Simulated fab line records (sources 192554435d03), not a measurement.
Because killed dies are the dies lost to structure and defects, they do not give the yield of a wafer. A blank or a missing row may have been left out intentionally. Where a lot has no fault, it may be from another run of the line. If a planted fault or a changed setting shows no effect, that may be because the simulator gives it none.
Matching of chambers | flow n5_finfet | pecvd-01 running N5_FIN_SAQP_HM_DEP_03: 3 sister chambers
The step deposits SiNx from SiH4/NH3/N2, target thk 38 nm, time 33.6 s. 3 wafers are shown with their chamber, then 12 later ones without.

## WAFERS PAIRED WITH THEIR CHAMBERS
wafer  | chamber | throttle_valve_pct (%)
L087.6 | 0       | 40.4
L089.2 | 1       | 40.0
L089.4 | 2       | 34.8

## WAFERS WITHOUT THEIR CHAMBER
wafer  | throttle_valve_pct (%)
L090.3 | 40.4
L090.4 | 40.7
L090.6 | 40.3
L091.1 | 40.1
L091.3 | 40.3
L091.4 | 35.1
L093.2 | 35.1
L093.5 | 35.4
L093.6 | 40.2
L097.1 | 39.8
L097.2 | 40.6
L097.6 | 40.0

## WHICH CHAMBER EACH ONE RAN IN
wafer  | from the rows above     | in truth
L090.3 | can't be placed: 0 or 1 | 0
L090.4 | can't be placed: 0 or 1 | 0
L090.6 | can't be placed: 0 or 1 | 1
L091.1 | can't be placed: 1 or 0 | 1
L091.3 | can't be placed: 0 or 1 | 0
L091.4 | 2                       | 2
L093.2 | 2                       | 2
L093.5 | 2                       | 2
L093.6 | can't be placed: 0 or 1 | 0
L097.1 | can't be placed: 1 or 0 | 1
L097.2 | can't be placed: 0 or 1 | 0
L097.6 | can't be placed: 1 or 0 | 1
Correctly placed: 3 of 12. Not placeable from these rows: 9 (in 9, the candidates include the true chamber). 0 placed wrongly.
How it was worked out, from the rows above alone: a wafer's distance from a chamber is the root of the sum, over the readings, of the square of ((its reading less the chamber's mean) divided by the reading's scatter). The wafer belongs to the nearest chamber; if the next one is less than 2 further off, it can't be placed. A chamber's mean is the mean of its shown wafers. The scatter (one wafer shown for each chamber): square how far every hidden wafer sits from the nearest shown wafer, average those squares and take the square root.
